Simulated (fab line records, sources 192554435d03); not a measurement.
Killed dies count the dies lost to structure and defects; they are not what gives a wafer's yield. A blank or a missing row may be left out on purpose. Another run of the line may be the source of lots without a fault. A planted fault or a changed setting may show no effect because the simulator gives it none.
Which tool was responsible? | flow n5_finfet | 27 wafers from 9 lots sampled at 5 of the route's 1938 steps

## WHAT THE GAUGES READ, wafer by wafer
N5_BEOL_M1_CD_MEAS_18: pitch 36 nm, target cd 18 nm.
lot  | measured     | on        | cd_nm (nm)
L813 | day 6 21:51  | cd_sem-02 | 18.4 17.6 18.1
L812 | day 6 21:51  | cd_sem-03 | 17.9 17.8 17.4
L818 | day 8 03:30  | cd_sem-01 | 18.2 17.9 17.8
L819 | day 8 08:53  | cd_sem-03 | 17.7 17.7 18.1
L824 | day 9 20:56  | cd_sem-02 | 17.9 18.4 17.6
L826 | day 10 04:05 | cd_sem-03 | 18.3 18.7 18.0
L831 | day 11 07:28 | cd_sem-03 | 18.0 18.8 18.0
L833 | day 11 16:17 | cd_sem-01 | 17.9 18.1 18.4
L834 | day 12 06:20 | cd_sem-02 | 18.8 18.2 18.3

N5_BEOL_M4_RC_MEAS_101.
lot  | measured     | on        | DIBL_N (mV/V)  | DIBL_P (mV/V)  | IOFF_N (nA/um) | IOFF_P (nA/um) | ION_N (uA/um) | ION_P (uA/um) | SS_N (mV/dec)  | SS_P (mV/dec)  | VT_N (mV)   | VT_P (mV)
L813 | day 8 18:32  | prober-01 | 36.6 36.1 38.4 | 33.7 33.6 36.9 | 0.13 0.13 0.17 | 0.17 0.18 0.22 | 661 668 687   | 458 455 471   | 71.9 70.7 72.0 | 72.1 72.0 73.1 | 251 251 245 | -253.6 -250.0 -247.1
L812 | day 8 23:19  | prober-02 | 37.5 39.7 38.2 | 37.7 40.1 38.4 | 0.16 0.20 0.17 | 0.22 0.25 0.23 | 672 676 673   | 459 464 461   | 71.8 72.6 72.1 | 74.5 74.9 74.8 | 248 248 250 | -247.8 -246.5 -249.2
L818 | day 10 07:19 | prober-01 | 36.5 38.1 37.2 | 35.9 39.1 37.3 | 0.14 0.18 0.16 | 0.19 0.24 0.21 | 661 683 671   | 453 469 459   | 72.5 72.6 72.4 | 72.6 73.7 73.2 | 251 249 249 | -252.4 -247.1 -249.2
L819 | day 10 11:02 | prober-01 | 36.7 34.2 36.2 | 35.7 33.3 34.4 | 0.15 0.12 0.14 | 0.18 0.16 0.17 | 670 660 665   | 459 451 450   | 70.9 70.6 70.7 | 73.6 72.8 73.2 | 249 252 250 | -253.0 -255.4 -252.7
L824 | day 11 19:24 | prober-01 | 36.3 37.4 37.3 | 36.2 36.3 38.8 | 0.16 0.19 0.20 | 0.20 0.21 0.25 | 663 652 669   | 448 446 463   | 71.8 73.3 72.6 | 73.1 73.4 73.4 | 250 250 247 | -252.3 -249.7 -246.2
L826 | day 11 23:17 | prober-01 | 35.6 36.9 33.8 | 38.7 39.1 34.8 | 0.16 0.17 0.12 | 0.20 0.21 0.15 | 675 672 659   | 459 456 451   | 71.5 71.8 71.3 | 74.3 74.2 72.7 | 250 250 255 | -251.6 -252.3 -258.8
L831 | day 13 10:04 | prober-02 | 36.7 38.1 38.2 | 36.8 38.8 38.9 | 0.15 0.17 0.17 | 0.20 0.22 0.23 | 670 671 678   | 454 458 458   | 71.4 71.5 72.2 | 73.5 73.9 73.0 | 253 248 249 | -255.1 -251.8 -251.8
L833 | day 13 21:25 | prober-01 | 38.1 37.5 37.7 | 41.2 39.5 39.4 | 0.24 0.21 0.21 | 0.30 0.26 0.26 | 691 684 661   | 474 467 449   | 72.1 71.8 72.3 | 73.9 74.3 74.0 | 243 248 247 | -243.0 -246.6 -245.4
L834 | day 14 20:04 | prober-01 | 38.1 39.1 38.8 | 40.2 40.6 41.3 | 0.19 0.22 0.21 | 0.21 0.23 0.23 | 671 682 675   | 457 457 456   | 71.6 72.8 72.4 | 75.2 74.2 74.7 | 249 246 248 | -250.8 -251.5 -248.9

## TOOL THAT RAN EACH LOT (tool first, then ch and the chambers of the sampled wafers, then the start)
lot  | N5_BEOL_M0_DEP_125              | N5_BEOL_M1_ETCH_64                 | N5_BEOL_M1_HM_OPEN_17
L813 | pecvd-02 ch 0,2, day 6 20:07    | rie_diel-02 ch 0,1,3, day 6 21:26  | rie_metal-03 ch 0,1, day 6 21:42
L812 | pecvd-03 ch 1,2, day 6 20:13    | rie_diel-03 ch 1,2, day 6 21:29    | rie_metal-01 ch 0,1, day 6 21:40
L818 | pecvd-03 ch 1,2, day 7 23:40    | rie_diel-03 ch 0,1,3, day 8 03:10  | rie_metal-03 ch 0,1, day 8 03:19
L819 | pecvd-03 ch 0,2, day 8 05:40    | rie_diel-03 ch 1,2, day 8 08:28    | rie_metal-01 ch 0,1, day 8 08:38
L824 | pecvd-02 ch 0,1, day 9 15:46    | rie_diel-03 ch 0,1,3, day 9 20:35  | rie_metal-02 ch 0,1, day 9 20:44
L826 | pecvd-01 ch 1,2, day 10 01:24   | rie_diel-03 ch 1,2,3, day 10 03:44 | rie_metal-01 ch 0,1, day 10 03:54
L831 | pecvd-03 ch 0,1, day 11 04:01   | rie_diel-04 ch 2,3, day 11 07:02   | rie_metal-02 ch 1, day 11 07:16
L833 | pecvd-02 ch 0,2, day 11 13:41   | rie_diel-04 ch 0,1,2, day 11 15:56 | rie_metal-01 ch 1, day 11 16:07
L834 | pecvd-02 ch 0,1,2, day 12 01:52 | rie_diel-02 ch 0,1,2, day 12 05:58 | rie_metal-01 ch 0, day 12 06:08
- N5_BEOL_M0_DEP_125: deposits SiCN from 3MS/NH3, target thk 8 nm, time 14 s.
- N5_BEOL_M1_ETCH_64: etches SOC in N2/H2, target depth 75 nm, overetch 15 nm, time 112.5 s.
- N5_BEOL_M1_HM_OPEN_17: chemistry Cl2/BCl3, target TiN, target depth 20 nm, overetch 6 nm.

## AS READ BY THE TOOLS THEMSELVES (means over the sampled wafers that have a number; for cases with no such wafer, the mark the record gives instead)
N5_BEOL_M0_DEP_125.
lot  | tool     | rf_fwd_power_W (W) | showerhead_plenum_p_Torr (Torr) | showerhead_vpp_V (V) | throttle_valve_pct (%)
L813 | pecvd-02 | 200.1              | 3.661                           | 921                  | 9.3
L812 | pecvd-03 | 199.5              | 3.673                           | 903                  | 9.4
L818 | pecvd-03 | 198.2              | 3.669                           | 955                  | 9.4
L819 | pecvd-03 | 198.9              | 3.673                           | 964                  | 8.9
L824 | pecvd-02 | 199.3              | 3.659                           | 942                  | 9.4
L826 | pecvd-01 | 198.5              | 3.650                           | 863                  | 9.2
L831 | pecvd-03 | 199.2              | 3.676                           | 893                  | 9.4
L833 | pecvd-02 | 198.8              | 3.673                           | 902                  | 9.6
L834 | pecvd-02 | 199.6              | 3.665                           | 931                  | 9.4

N5_BEOL_M1_ETCH_64.
lot  | tool        | bias_w (W) | chamber_pressure_mTorr (mTorr) | drypump_motor_current_A (A) | n2_flow_sccm (sccm) | oes_product_au (a.u.) | rf_fwd_power_W (W) | rf_vpp_V (V) | showerhead_plenum_p_Torr (Torr) | temp_c (C) | throttle_valve_pct (%)
L813 | rie_diel-02 | 150.0      | 29.987                         | 6.3                         | 199.9               | 0.61                  | 838.8              | 525.1        | 2.59                            | 39.96      | 17.9
L812 | rie_diel-03 | 149.7      | 29.999                         | 6.1                         | 200.2               | 0.57                  | 837.3              | 525.4        | 2.58                            | 39.97      | 17.7
L818 | rie_diel-03 | 149.7      | 30.009                         | 5.7                         | 198.8               | 0.58                  | 837.2              | 524.6        | 2.57                            | 40.07      | 17.8
L819 | rie_diel-03 | 150.2      | 30.007                         | 6.1                         | 200.3               | 0.56                  | 836.0              | 524.9        | 2.58                            | 40.04      | 17.7
L824 | rie_diel-03 | 156.2      | 30.002                         | 5.7                         | 200.2               | 0.57                  | 835.0              | 537.2        | 2.56                            | 40.09      | 17.8
L826 | rie_diel-03 | 156.0      | 29.975                         | 5.9                         | 199.8               | 0.58                  | 836.0              | 537.4        | 2.56                            | 40.06      | 17.8
L831 | rie_diel-04 | 149.4      | 29.995                         | 5.9                         | 199.6               | 0.57                  | 837.7              | 523.6        | 2.51                            | 40.03      | 17.7
L833 | rie_diel-04 | 150.4      | 29.995                         | 5.5                         | 200.1               | 0.60                  | 835.2              | 520.5        | 2.45                            | 39.89      | 17.7
L834 | rie_diel-02 | 150.1      | 30.003                         | 5.7                         | 200.0               | 0.60                  | 835.5              | 525.4        | 2.61                            | 39.91      | 18.1

N5_BEOL_M1_HM_OPEN_17.
lot  | tool         | chamber_pressure_mTorr (mTorr) | drypump_motor_current_A (A) | oes_product_au (a.u.) | rf_fwd_power_W (W) | throttle_valve_pct (%)
L813 | rie_metal-03 | 9.999                          | 6.0                         | 0.61                  | 996                | 22.24
L812 | rie_metal-01 | 10.005                         | 6.3                         | 0.68                  | 993                | 21.88
L818 | rie_metal-03 | 9.989                          | 6.0                         | 0.60                  | 996                | 22.24
L819 | rie_metal-01 | 9.999                          | 6.3                         | 0.67                  | 994                | 21.90
L824 | rie_metal-02 | 10.000                         | 5.9                         | 0.66                  | 990                | 22.27
L826 | rie_metal-01 | 10.005                         | 6.3                         | 0.66                  | 990                | 21.90
L831 | rie_metal-02 | 9.992                          | 5.9                         | 0.71                  | 992                | 22.16
L833 | rie_metal-01 | 10.002                         | 6.3                         | 0.69                  | 990                | 21.74
L834 | rie_metal-01 | 9.995                          | 6.2                         | 0.57                  | 991                | 22.26

## THE ANSWER, worked out from the rows above alone
Rule: what is usual is taken from the lots themselves. Put in order of their means at a reading, lots are off if they are a third of the lots or fewer, leave a main group of 4 or more, and stand apart from it by a gap of 3 or more times the standard deviation of the main group's means; of several such gaps the widest counts. If all means in a main group match to the digits the tables above print for the reading, that group is not used. A lot without any number at a reading at which 4 lots or more have one is off too. Where the step has rows for the other lots, those lots are counted as sound. The gauges are gone through in route order, then the tools' own readings, and for those a lot's mean is taken as printed above. At the first step where some lot is off, the reading lying furthest off is the one used; lots without a number count as furthest.
Off, at N5_BEOL_M1_ETCH_64 on bias_w: L824, L826. For the main group the mean is 149.9 W and the standard deviation 0.32.
If a tool, at that step or one of the process steps before it, ran each lot that is off and ran no sound lot following the first of them, it fits. One fits: N5_BEOL_M1_ETCH_64 on rie_diel-03. Its last sound lot is L819 (day 8 08:28), its first lot that is off L824 (day 9 20:35): a fault that began between those two fits.
The tool's own readings at N5_BEOL_M1_ETCH_64 bear it out: on the lots that are off they differ by more than 5 times the standard deviation of the sound lots' means. bias_w reads 156.1 W there against 149.9 W on the sound lots; rf_vpp_V reads 537.3 V there against 524.2 V on the sound lots.

## WHAT THE SIMULATOR HAD INSERTED
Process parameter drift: rie_diel-03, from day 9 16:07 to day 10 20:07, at N5_BEOL_M1_ETCH_64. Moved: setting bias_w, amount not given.
Shown lots that were struck: L824, L826. Same finding as the rule above.
